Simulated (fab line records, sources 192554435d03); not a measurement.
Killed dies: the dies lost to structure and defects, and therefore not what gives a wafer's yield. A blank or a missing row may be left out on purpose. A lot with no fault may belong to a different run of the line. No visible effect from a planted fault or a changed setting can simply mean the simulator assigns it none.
fab line records / flow n5_finfet
[record] lots = 4 wafers = 12 last_day = 16
route steps=1938 shown HKMG_FIN@434 GATE_CUT@465 PASSIVATION@1936
lots that met no fault: taken from a fault-free run of the same line
start_h: hours from the record's opening day to when the first of the lot's shown wafers began / wait_h: hours from the lot's prior step to this one / " unchanged from the row above / L1.1+2: a single row standing in for several wafers / - value missing, or start not given / * or withheld: withheld / < > ~ a bound
route shown NAME@n: a module of which the file shows steps, and the number in the route of the first / usual: the fault-free wafers' mean and standard deviation / same: alike in all rows / chamber/n: place in a boat / sites: per-site readings / _std_site: standard deviation across them / _edge_site: inner sites' mean taken away from outer sites' mean / radius_mm: for every site, how far away it sits from the centre of the wafer / mask NAME#n: copy n / behind: the tool/chamber that last shaped the wafer / hold: why the lot was held/for how many hours/how that ended / device: the transistor (n, p or np) that didn't switch / end of line: the same wafers' tests at the end of the route / step lacking rows: just its recipe / killed: the dies lost at the first sort to structure and to defects; this is not the yield of the wafer / map: shows each die of a wafer: x if killed, . if not, _ if none is there
set.NAME: the run value of the setting; set.NAME@STEP: its run value at that earlier step / model.NAME: the simulator's own value behind a step, which no gauge read
certain route steps with their lots: each step a table, each wafer a row
[[steps]]
[step N5_HKMG_FIN_ETCH_31]
[recipe] chemistry = CF4 target = SiARC target_depth_a = 455 mask_material = CAR-ArF time_s = 75.8 ion_energy_ev = 80 pressure_mtorr = 40 source_w = 545 bias_w = 36 Ar_flow_sccm = 100 cf4_flow_sccm = 100 ends = cleared
[step N5_HKMG_FIN_ETCH_32]
[recipe] chemistry = N2/H2 target = SOC target_depth_a = 2400 temp_c = 40 time_s = 300 ion_energy_ev = 200 mask_material = SiARC pressure_mtorr = 30 source_w = 840 bias_w = 150 n2_flow_sccm = 200 h2_flow_sccm = 200
[step N5_HKMG_FIN_STRIP_33]
[recipe] chemistry = N2/H2 temp_c = 40 n2_flow_sccm = 200 h2_flow_sccm = 200 rf_frequency_hz = 6e+07
[step N5_HKMG_FIN_STRIP_34]
[recipe] chemistry = CF4 resist = SiARC power_w = 300 bias_power_w = 75 pressure_mtorr = 50 cf4_flow_sccm = 150 rf_frequency_hz = 6e+07
[step N5_HKMG_FIN_ETCH_35]
[recipe] chemistry = N2/H2 target = SOC target_depth_a = 2158 ion_energy_ev = 65 bias_w = 5 source_w = 3000 time_s = 243.4 pressure_mtorr = 30 n2_flow_sccm = 200 h2_flow_sccm = 200
[step N5_HKMG_FIN_STRIP_92]
[recipe] chemistry = N2/H2 material = SOC time_s = 20 power_w = 500 temp_c = 40 pressure_mtorr = 50 rf_frequency_hz = 6e+07 bias_power_w = 8 h2_frac = 0.5 n2_flow_sccm = 300 h2_flow_sccm = 300
[step N5_HKMG_FIN_WET_ETCH_18]
[recipe] chemistry = SC1 target = TiN mix = 1:1:5 temp_c = * time_s = 55 target_depth_nm = 5.2 dry = ipa_marangoni rinse_time_s = 30 rinse_temp_c = 23
[step N5_HKMG_FIN_STRIP_19]
[recipe] chemistry = N2/H2 power_w = 2500 temp_c = 300 h2_frac = 0.65 time_s = 360 pressure_mtorr = withheld n2_flow_sccm = 1750 h2_flow_sccm = 3250
[step N5_HKMG_FIN_ALD_91]
[recipe] material = TiN target_thk_a = 10 temp_c = 400 ald_precursor_family = TiCl4 ald_co_reactant = NH3 pulse_time_s = 1 purge_time_s = 3 co_reactant_purge_time_s = 2 co_reactant_pulse_time_s = 2 ald_cycles = 47 pressure_torr = 3
[step N5_HKMG_FIN_COAT_85]
[recipe] resist = SOC temp_c = 250 time_s = 60 spin_rpm = 1500 resist_thk_nm = 300
[step N5_HKMG_FIN_ETCH_86]
[recipe] chemistry = N2/H2 target = SOC target_depth_a = 3932 stop_on = TiN ion_energy_ev = 100 bias_w = 61 pressure_mtorr = 30 source_w = 850 n2_flow_sccm = 200 h2_flow_sccm = 200
[step N5_HKMG_FIN_STRIP_89]
[recipe] chemistry = N2/H2 material = SOC time_s = 20 power_w = 500 temp_c = 40 pressure_mtorr = 50 rf_frequency_hz = 6e+07 bias_power_w = 8 h2_frac = 0.5 n2_flow_sccm = 300 h2_flow_sccm = 300
[step N5_HKMG_FIN_WET_ETCH_87]
[recipe] chemistry = SC1 target = TiN mix = 1:2:40 temp_c = 50 time_s = 154.2 target_depth_nm = 4.7 dry = ipa_marangoni rinse_time_s = 30 rinse_temp_c = 23
[usual] temp_c = 50.01/0.11
[same] time_s = 154.2
lot.wafer=L486.2 tool=wet_bench-04 chamber=5 start_h=120.36 wait_h=0.1 temp_c=49.89
lot.wafer=L486.3 tool=wet_bench-04 chamber=0 start_h=120.36 wait_h=0.1 temp_c=50.04
lot.wafer=L486.5 tool=wet_bench-04 chamber=3 start_h=120.36 wait_h=0.1 temp_c=50.07
lot.wafer=L489.1 tool=wet_bench-04 chamber=1 start_h=136.56 wait_h=0.1 temp_c=49.93
lot.wafer=L489.3 tool=wet_bench-04 chamber=2 start_h=136.56 wait_h=0.1 temp_c=49.91
lot.wafer=L489.5 tool=wet_bench-04 chamber=5 start_h=136.56 wait_h=0.1 temp_c=50.12
lot.wafer=L490.3 tool=wet_bench-04 chamber=1 start_h=149.01 wait_h=0.1 temp_c=49.94
lot.wafer=L490.4 tool=wet_bench-04 chamber=7 start_h=149.01 wait_h=0.1 temp_c=50.24
lot.wafer=L490.5 tool=wet_bench-04 chamber=3 start_h=149.01 wait_h=0.1 temp_c=50.00
lot.wafer=L498.3 tool=wet_bench-01 chamber=0 start_h=192.62 wait_h=0.1 temp_c=50.07
lot.wafer=L498.4 tool=wet_bench-01 chamber=5 start_h=192.62 wait_h=0.1 temp_c=49.85
lot.wafer=L498.6 tool=wet_bench-01 chamber=1 start_h=192.62 wait_h=0.1 temp_c=49.95
[step N5_HKMG_FIN_STRIP_88]
[recipe] chemistry = N2/H2 power_w = 2500 temp_c = 300 h2_frac = 0.65 time_s = 360 pressure_mtorr = withheld n2_flow_sccm = 1750 h2_flow_sccm = 3250
[step N5_HKMG_FIN_NWFM_ALD_20]
[recipe] material = TiAlC target_thk_a = 20 temp_c = 300 ald_precursor_family = TiCl4 ald_co_reactant = TEA pulse_time_s = 3 purge_time_s = 2 co_reactant_purge_time_s = 2 co_reactant_pulse_time_s = 10 ald_cycles = 7 pressure_torr = 3
[step N5_HKMG_FIN_ALD_71]
[recipe] material = TiN target_thk_a = 10 temp_c = 400 ald_precursor_family = TiCl4 ald_co_reactant = NH3 pulse_time_s = 1 purge_time_s = 3 co_reactant_purge_time_s = 2 co_reactant_pulse_time_s = 2 ald_cycles = 47 pressure_torr = 3
[step N5_HKMG_FIN_COAT_66]
[recipe] resist = SOC temp_c = 250 time_s = 60 spin_rpm = 1500 resist_thk_nm = 300
[step N5_HKMG_FIN_ETCH_67]
[recipe] chemistry = N2/H2 target = SOC target_depth_a = 3889 stop_on = TiN ion_energy_ev = 100 bias_w = 61 pressure_mtorr = 30 source_w = 850 n2_flow_sccm = 200 h2_flow_sccm = 200
[step N5_HKMG_FIN_STRIP_90]
[recipe] chemistry = N2/H2 material = SOC time_s = 20 power_w = 500 temp_c = 40 pressure_mtorr = 50 rf_frequency_hz = 6e+07 bias_power_w = 8 h2_frac = 0.5 n2_flow_sccm = 300 h2_flow_sccm = 300
[step N5_HKMG_FIN_WET_ETCH_73]
[recipe] chemistry = SC1 mix = 1:2:40 temp_c = 50 time_s = 42.3 target_depth_nm = 1.3 dry = ipa_marangoni rinse_time_s = 30 rinse_temp_c = 23
[step N5_HKMG_FIN_ETCHBACK_68]
[recipe] chemistry = Cl2/Ar stop_on = HfO2 target_depth_a = 5 pressure_mtorr = 10 icp_w = 600 bias_w = 60 Cl2_flow_sccm = 40 Ar_flow_sccm = 60
[step N5_HKMG_FIN_STRIP_69]
[recipe] chemistry = N2/H2 power_w = 2500 temp_c = 300 h2_frac = 0.65 time_s = 360 pressure_mtorr = withheld n2_flow_sccm = 1750 h2_flow_sccm = 3250
[step N5_HKMG_FIN_ALD_21]
[recipe] material = TiN target_thk_a = 15 temp_c = 400 ald_precursor_family = TiCl4 ald_co_reactant = NH3 pulse_time_s = 1 purge_time_s = 3 co_reactant_purge_time_s = 2 co_reactant_pulse_time_s = 2 ald_cycles = 68 pressure_torr = 3
[step N5_HKMG_FIN_ALD_72]
[recipe] material = W target_thk_a = 20 temp_c = 300 pressure_torr = 7.5 ald_precursor_family = WF6 ald_co_reactant = B2H6 pulse_time_s = 1 purge_time_s = 2 co_reactant_purge_time_s = 2 co_reactant_pulse_time_s = 3 ald_cycles = 7
[step N5_HKMG_FIN_W_FILL_22]
[recipe] material = W target_thk_a = 600 temp_c = 400 pressure_torr = 39.4 time_s = 18.2
[step N5_HKMG_FIN_PRECLEAN_83]
[recipe] chemistry = DIW time_s = 57.5 temp_c = 23
[step N5_HKMG_FIN_SRD_84]
[recipe] dry_time_s = 32 dry = n2_spin spin_rpm = 1500
[step N5_HKMG_FIN_CMP_23]
[recipe] stop_on = SiNx t_overpolish_s = 10 post_cmp_clean = rinse_only down_force_psi = 4 platen_rpm = 50.289 pad_velocity_m_s = 1.0006 target_thk_nm = 46.326
[step N5_HKMG_FIN_CMP_94]
[recipe] stop_on = SiNx post_cmp_clean = w_dilute_nh4oh t_overpolish_s = 4.7 down_force_psi = 4 platen_rpm = 50.289 pad_velocity_m_s = 1.0006 target_thk_nm = 43.299
[step N5_GATE_CUT_ETCHBACK_00]
[recipe] chemistry = SF6/Cl2 target = W pressure_mtorr = 8 icp_w = 900 bias_w = 80 SF6_flow_sccm = 40 Cl2_flow_sccm = 60
[step N5_GATE_CUT_ETCH_56]
[recipe] chemistry = Cl2/Ar target = TiN target_depth_a = 216 pressure_mtorr = 10 icp_w = 600 bias_w = 60 Cl2_flow_sccm = 40 Ar_flow_sccm = 60
[step N5_GATE_CUT_ETCHBACK_30]
[recipe] chemistry = Cl2/Ar target = TiN target_depth_a = 30 mode = isotropic pressure_mtorr = 10 icp_w = 600 bias_w = 60 Cl2_flow_sccm = 40 Ar_flow_sccm = 60
[step N5_GATE_CUT_VAPOR_ETCH_60]
[recipe] chemistry = BCl3/Cl2 target = HfO2 mode = isotropic
[step N5_GATE_CUT_ETCH_58]
[recipe] chemistry = CH3F/O2 target = SiNx target_depth_a = 170 time_s = 128.6 ion_energy_ev = 50 pressure_mtorr = 30 source_w = 415 bias_w = 21 Ar_flow_sccm = 150 CH3F_flow_sccm = 30 O2_flow_sccm = 20
[step N5_GATE_CUT_STRIP_59]
[recipe] chemistry = N2/H2 time_s = 20 power_w = 100 temp_c = 40 pressure_mtorr = 100 rf_frequency_hz = 6e+07 bias_power_w = 3 n2_flow_sccm = 300 h2_flow_sccm = 300
[step N5_GATE_CUT_PRECLEAN_31]
[recipe] temp_c = 23 chemistry = DIW time_s = 300
[step N5_GATE_CUT_SRD_32]
[recipe] time_s = 30 temp_c = 23 rinse_liquid = diw dry = ipa_marangoni
[step N5_GATE_CUT_SAC_CAP_01]
[recipe] material = SiNx target_thk_a = 240 temp_c = 400 ald_precursor_family = SiH2I2 ald_co_reactant = N2/H2-plasma pulse_time_s = 1 ald_cycles = 480 purge_time_s = 2 co_reactant_purge_time_s = 2 pressure_torr = 2
[step N5_GATE_CUT_PECVD_57]
[recipe] material = SiNx target_thk_a = 210 temp_c = 400 precursor = SiH4/NH3/N2 pressure_torr = 1.5 rf_w = 300
[step N5_GATE_CUT_CMP_02]
[recipe] stop_on = SiO2 t_overpolish_s = 12.7 post_cmp_clean = alkaline_brush down_force_psi = 2.5 platen_rpm = 51.8 pad_velocity_m_s = 1.0307 target_thk_nm = 0
[step N5_PASSIVATION_PROBE_49]
[usual] defect_limited_yield = 90.9/1.6 killed_at_M0_to_M3 = 34/11 killed_at_M4_up = 14/5.7 killed_at_contacts = 13/6.5 killed_at_front_end = 43/11 killed_at_other = 4/3.1 killed_dies = 107/19 killed_open = 71/14 killed_short = 35/7.9 sort_bin_5_function = 5.3/1.1 sort_bin_6_memory = 3.4/0.74 sort_n_pass = 1073/19 sort_yield_pct = 90.9/1.6
[same] gross_dies = 1180 killed_at_back_side = 0 sort_bin_4_leakage[%] = 0 sort_bin_8_speed[%] = 0
lot.wafer=L489.1 tool=prober-01 chamber=- start_h=336.64 wait_h=0.0 defect_limited_yield[%]=81.4 killed_at_M0_to_M3=17 killed_at_M4_up=4 killed_at_contacts=17 killed_at_front_end=180 killed_at_other=2 killed_dies=220 killed_open=43 killed_short=30 sort_bin_5_function[%]=11.4 sort_bin_6_memory[%]=3.1 sort_n_pass=960 sort_yield_pct[%]=81.4
lot.wafer=L489.3 tool=prober-01 chamber=- start_h=336.74 wait_h=0.1 defect_limited_yield[%]=84.4 killed_at_M0_to_M3=35 killed_at_M4_up=10 killed_at_contacts=15 killed_at_front_end=122 killed_at_other=2 killed_dies=184 killed_open=66 killed_short=42 sort_bin_5_function[%]=8.9 sort_bin_6_memory[%]=3.9 sort_n_pass=996 sort_yield_pct[%]=84.4
lot.wafer=L489.5 tool=prober-01 chamber=- start_h=336.84 wait_h=0.2 defect_limited_yield[%]=79.3 killed_at_M0_to_M3=29 killed_at_M4_up=16 killed_at_contacts=14 killed_at_front_end=183 killed_at_other=2 killed_dies=244 killed_open=63 killed_short=32 sort_bin_5_function[%]=12.9 sort_bin_6_memory[%]=3.9 sort_n_pass=936 sort_yield_pct[%]=79.3
lot.wafer=L490.3 tool=prober-01 chamber=- start_h=348.03 wait_h=0.4 defect_limited_yield[%]=78.9 killed_at_M0_to_M3=31 killed_at_M4_up=14 killed_at_contacts=25 killed_at_front_end=177 killed_at_other=2 killed_dies=249 killed_open=88 killed_short=29 sort_bin_5_function[%]=13.3 sort_bin_6_memory[%]=4.3 sort_n_pass=931 sort_yield_pct[%]=78.9
lot.wafer=L490.4 tool=prober-01 chamber=- start_h=348.08 wait_h=0.5 defect_limited_yield[%]=83.2 killed_at_M0_to_M3=22 killed_at_M4_up=11 killed_at_contacts=10 killed_at_front_end=154 killed_at_other=1 killed_dies=198 killed_open=58 killed_short=27 sort_bin_5_function[%]=11.5 sort_bin_6_memory[%]=2.9 sort_n_pass=982 sort_yield_pct[%]=83.2
lot.wafer=L490.5 tool=prober-01 chamber=- start_h=348.13 wait_h=0.5 defect_limited_yield[%]=79.9 killed_at_M0_to_M3=37 killed_at_M4_up=13 killed_at_contacts=19 killed_at_front_end=166 killed_at_other=2 killed_dies=237 killed_open=71 killed_short=33 sort_bin_5_function[%]=11.2 sort_bin_6_memory[%]=4.2 sort_n_pass=943 sort_yield_pct[%]=79.9
// killed by level:class
L489.1 HKMG_FIN:unspecified=145 MOL_CONTACT_COAG:geometric_particle:open=14 FIN_SAQP:geometric_particle:short=10 FIN_SAQP:geometric_particle:open=7 BEOL_M2:geometric_particle:open=5 BEOL_M0_SAQP:geometric_particle:short=3 MOL_CONTACT_COAG:geometric_particle:short=3 BEOL_M0_SAQP:geometric_particle:open=3
L489.3 HKMG_FIN:unspecified=76 FIN_SAQP:geometric_particle:short=17 MOL_CONTACT_COAG:geometric_particle:open=14 BEOL_M0_SAQP:geometric_particle:short=14 FIN_SAQP:geometric_particle:open=11 DUMMY_GATE:geometric_particle:open=7 BEOL_M0_SAQP:geometric_particle:open=7 BEOL_M3:geometric_particle:open=5
L489.5 HKMG_FIN:unspecified=149 FIN_SAQP:geometric_particle:open=13 BEOL_M0_SAQP:geometric_particle:short=9 BEOL_M0_SAQP:geometric_particle:open=9 MOL_CONTACT_COAG:geometric_particle:short=8 BEOL_M1:geometric_particle:open=7 MOL_CONTACT_COAG:geometric_particle:open=6 FIN_SAQP:geometric_particle:short=5
L490.3 HKMG_FIN:unspecified=132 MOL_CONTACT_COAG:geometric_particle:open=21 FIN_SAQP:geometric_particle:open=12 STI_FIN_REVEAL:geometric_particle:open=9 BEOL_M2:geometric_particle:open=9 BEOL_M1:geometric_particle:open=8 STARTING-WAFER:geometric_particle:open=5 FIN_SAQP:geometric_particle:short=4
L490.4 HKMG_FIN:unspecified=112 STI_FIN_REVEAL:geometric_particle:open=9 MOL_CONTACT_COAG:geometric_particle:open=8 DUMMY_GATE:geometric_particle:open=7 BEOL_M0_SAQP:geometric_particle:short=7 BEOL_M4:geometric_particle:open=6 ILD0:geometric_particle:open=5 FIN_SAQP:geometric_particle:open=4
L490.5 HKMG_FIN:unspecified=133 MOL_CONTACT_COAG:geometric_particle:open=16 BEOL_M0:geometric_particle:open=9 FIN_SAQP:geometric_particle:short=8 BEOL_M2:geometric_particle:open=7 STI_FIN_REVEAL:geometric_particle:open=6 BEOL_M4:geometric_particle:open=6 BEOL_M1:geometric_particle:short=5
// map L489.5 (x killed, . not)
_________________.....x..x...________________
______________.................._____________
___________...............x..x.....__________
__________....................x..x.._________
________x...............x............._______
_______.........x........x......x......______
______...........x......................_____
_____.x..x..............x.....x.....x...x____
____....x........x..........x........x.x..___
___............x.....x.....................__
___..............x...x......x..............__
__.......x............xx..xxx..x............_
__..x.............x...xxxxx.......x........._
_....x..........xxxxxxxxxx.x.x......x....x...
_..........x....xxxxxxxxxxxxx................
_..xx...x.......xxxxxxxxxxxxx.x.............x
_...xx.......x..xxxxxxxxxxxxxx.......x.......
_...........x.xxxxxxxxxxxxxxxxx..x...x......x
_.x.....x...x.xx.xxxxxxxxxxxxx....x...x.x...x
_................xxxxxxxxxxxxx...............
_..............xx.xxxxxxxxxxx................
__..x..x.......xx..xxxxxxxxx..........x....._
__..................xxxxxxxxx..x....x......._
___xx........x....x.xxxxxx.x.........x.....__
___.........x.....x...x...................x__
____..........x..x..................x.....___
_____..............xx....x.x.........x...____
______.........x................x.....x._____
_______.......x..x.x................x..______
________...................x.........._______
__________..x.x........x............_________
___________......xx.........x......__________
______________...........x......_____________
_________________.x.x...x....________________
// map L490.3 (x killed, . not)
_________________............________________
______________...x.............._____________
___________...x...x..........x.....__________
__________x.......x.....x..xx.x....._________
________..........x.............x....._______
_______................x...........x...______
______x...x.....x...x..............x...._____
_____....xx.........x.....x.x..........x.____
____.x......x...........xxx...............___
___....................x.....x.......x.....__
___.......x.x....xx.......x.......x.....x.x__
__..x........x..x.....xx.x......x.....x....._
__.........x......xxx.xxx...x..............._
_..x............xxxxxxxxxxxx.............x.x.
_...x.........x..xxxxxxxxxx......x.....x.....
_...........x..xxxxxxxxxxxxx......x..........
_x............xxxxxxxxxxxxxxxx...............
_.x..........xxxxxxxxxxxxxxxxx.x.x...........
_x....x.........xxxxxxxxxxxx.x.x............x
_x.............xxxxxxxxxxxxxx.x........x.....
_........xx.x...xxxxxxxxxxxx.x...x......xx...
__..x............xxxxxxxxxxx..x....xx......._
__................x.xxx..x................x._
___............x...x....xxx...........x..x.__
___.......x.........x.....x..x.............__
____..............x......x.....xx.x.......___
_____...................................x____
______......xx..x.........x....x........_____
_______......x.........................______
________............x...........x.x..x_______
__________..........x...x......x...._________
___________x...........x.x.........__________
______________..........x.x....._____________
_________________.x.....x....________________
[[key]]
[first_sign] step = N5_PASSIVATION_PROBE_49 reading = killed_at_front_end direction = up sigmas = 11 usual = 43 struck = 164
[effect] step = N5_PASSIVATION_PROBE_49 reading = defect_limited_yield direction = down sigmas = 6.2 usual = 90.9 struck = 81.2
[more_kills_born_at] N5_HKMG_FIN_WET_ETCH_87@wet_bench-04 = 747
met_at N5_HKMG_FIN_WET_ETCH_87
struck_wafers L489.1,L489.3,L489.5,L490.3,L490.4,L490.5
onset_between 120.36 136.56
[fault] kind = chamber_particle_source tool = wet_bench-04 chamber = - onset_h = 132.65 steps = N5_HKMG_FIN_WET_ETCH_87 rate_per_visit_cm2 = 1.4856 end_h = 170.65
